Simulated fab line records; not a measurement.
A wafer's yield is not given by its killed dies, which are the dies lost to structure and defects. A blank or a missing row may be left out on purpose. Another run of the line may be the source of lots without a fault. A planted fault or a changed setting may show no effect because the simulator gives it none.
Problem report in the 8D (eight disciplines) form, filled by code / flow n5-finfet / the parts of the form that need people (team, actions taken, sign-off) are left out

== 1. WHAT WENT WRONG ==
Mean of raw-defect-count at N5_BEOL_M7_INSPECT_58: 1044 across 6 wafers in 2 lots; on wafers with no fault it is 72 (standard deviation 24). Relative to the usual mean, that is a shift of +40 standard deviations.
The step: inspects for defects (darkfield).
Seen first at day 13 22:49 on defect-inspect-01, wafer L144.1. Wafers with a number at this step in the record: 33, from 11 lots. Rule for "out", or "out of limits": more than 4 standard deviations from the usual mean. Any other wafer with a number is counted as sound.

== 2. WHAT IT IS; WHAT IT IS NOT ==
question=which readings at this step | is=raw-defect-count | is not=-
question=which lots | is=L144, L147 | is not=L128, L130, L132, L134, L136, L137, L138, L145, L149
question=which wafers of those lots | is=all that have a number | is not=-
question=read on which gauges | is=defect-inspect-01, defect-inspect-02 | is not=-
question=when | is=from day 13 22:49 | is not=up to then (24 sound wafers); but 3 sound wafers of L149 came after

== 3. SUSPECTS, AND WHAT RULES EACH OUT ==
Counting: any tool at a process step up to the reading is kept as a suspect provided that every lot that is out went through it and no sound lot did after the first of them.
- the gauge at N5_BEOL_M7_INSPECT_58: ruled out. Those wafers that are out were read across 2 gauges (defect-inspect-01, defect-inspect-02).
- rtp-anneal-02 at N5_BEOL_M7_ANNEAL_51 (time 90 s): ruled out as a lasting fault. Sound lots L149 ran on it after its first lot that is out, L144 (day 13 22:04).
- pecvd-01 at N5_BEOL_M7_DEP_56 (deposits SiCN from 3MS/NH3, target thk 10 nm, time 17.5 s): kept. Every lot that is out went through it, starting with L144 (day 13 22:43), and after that it ran no sound lot; the last sound lot it ran before then is L145 (day 13 16:56).
Remaining after the count: pecvd-01 at N5_BEOL_M7_DEP_56.

== 4. THE CAUSE (what the simulator had put in) ==
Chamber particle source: pecvd-01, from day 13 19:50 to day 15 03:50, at N5_BEOL_M7_DEP_56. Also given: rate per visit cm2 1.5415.
After counting, this tool was the only one left.

== 5. SEQUENCE OF EFFECTS, ordered by route ==
One row per reading whose mean, taken over the struck wafers that have a number, lies over 3 standard deviations from the usual. Readings are gone through only where the record gives a usual standard deviation; hours: the median, over the lots, of the time from a lot's start at the first step in this table giving one to that lot's start at this step; sigmas: the change measured in usual standard deviations.
hours=0; step=N5_BEOL_M7_INSPECT_58; reading=raw-defect-count; usual=72; on struck wafers=1044; change=+972; sigmas=+40
hours=3; step=N5_BEOL_M8_INSPECT_13; reading=raw-defect-count; usual=376; on struck wafers=1324; change=+948; sigmas=+14
hours=74; step=N5_PASSIVATION_PROBE_49; reading=defect-limited-yield; usual=91.5 %; on struck wafers=80.1; change=-11.4; sigmas=-8.8
hours=74; step=N5_PASSIVATION_PROBE_49; reading=killed_at_M4_up; usual=14; on struck wafers=153; change=+139; sigmas=+26
hours=74; step=N5_PASSIVATION_PROBE_49; reading=killed-dies; usual=101; on struck wafers=235; change=+134; sigmas=+8.4
hours=74; step=N5_PASSIVATION_PROBE_49; reading=sort_bin_5_function; usual=5.0 %; on struck wafers=12.3; change=+7.3; sigmas=+8.5
hours=74; step=N5_PASSIVATION_PROBE_49; reading=sort-n-pass; usual=1079; on struck wafers=945; change=-134; sigmas=-8.4
hours=74; step=N5_PASSIVATION_PROBE_49; reading=sort-yield-pct; usual=91.5 %; on struck wafers=80.1; change=-11.4; sigmas=-8.8
It contains these process steps:
- N5_PASSIVATION_PROBE_49

== 6. HOW IT WOULD HAVE BEEN CAUGHT EARLIER ==
Counted from the fault's start at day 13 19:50, it took 3 hours until the first out-of-limits reading at a measuring or inspecting step in this record, taken at day 13 22:49.
Of the tool readings at N5_BEOL_M7_DEP_56 for which the record gives a usual standard deviation, none was out on any struck wafer, so an alarm limit of 4 standard deviations on them would not have fired.
Among the 2 lots that are out, L147 began N5_BEOL_M7_DEP_56 on pecvd-01 after day 13 22:49. Putting the tool on hold at that point would have spared it.
